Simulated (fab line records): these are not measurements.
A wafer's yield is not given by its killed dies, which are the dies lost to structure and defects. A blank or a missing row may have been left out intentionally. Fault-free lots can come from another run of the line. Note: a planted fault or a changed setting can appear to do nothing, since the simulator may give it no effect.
Chamber matching -- flow n5_finfet -- 4 sister chambers for N5_BEOL_M9_ETCH_61 on rie_diel-02
The step etches SiARC in CF4, target depth 39 nm, time 65 s. 4 wafers are shown with their chamber, then 7 later ones without.

== EACH WAFER AND ITS CHAMBER ==
wafer,chamber,throttle_valve_pct (%)
L085.5,2,15.6
L085.6,3,15.4
L090.1,1,15.9
L090.2,0,15.9

== WAFERS WITH NO CHAMBER GIVEN ==
wafer,throttle_valve_pct (%)
L090.3,15.4
L090.4,15.6
L090.5,15.5
L090.6,15.9
L096.4,16.0
L096.5,15.5
L096.6,15.9

== THE CHAMBER EACH PASSED THROUGH ==
wafer,from the rows above,in truth
L090.3,3,3
L090.4,2,2
L090.5,can't be placed: 2 or 3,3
L090.6,can't be placed: 0 or 1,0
L096.4,can't be placed: 0 or 1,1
L096.5,can't be placed: 2 or 3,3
L096.6,can't be placed: 0 or 1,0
Placed correctly: 2 of 7. Cannot be placed on the basis of these rows: 5; the candidates contain the true chamber in 5. Placed wrongly: 0.
How it was worked out, from the rows above alone: a wafer's distance from a chamber is the root of the sum, over the readings, of the square of ((its reading less the chamber's mean) divided by the reading's scatter). If the next closest chamber is less than 2 further off than the closest, the wafer can't be placed; otherwise it belongs to the closest. A chamber's mean is the mean of its shown wafers. The scatter (one wafer shown for each chamber): square how far every hidden wafer sits from the nearest shown wafer, average those squares and take the square root.
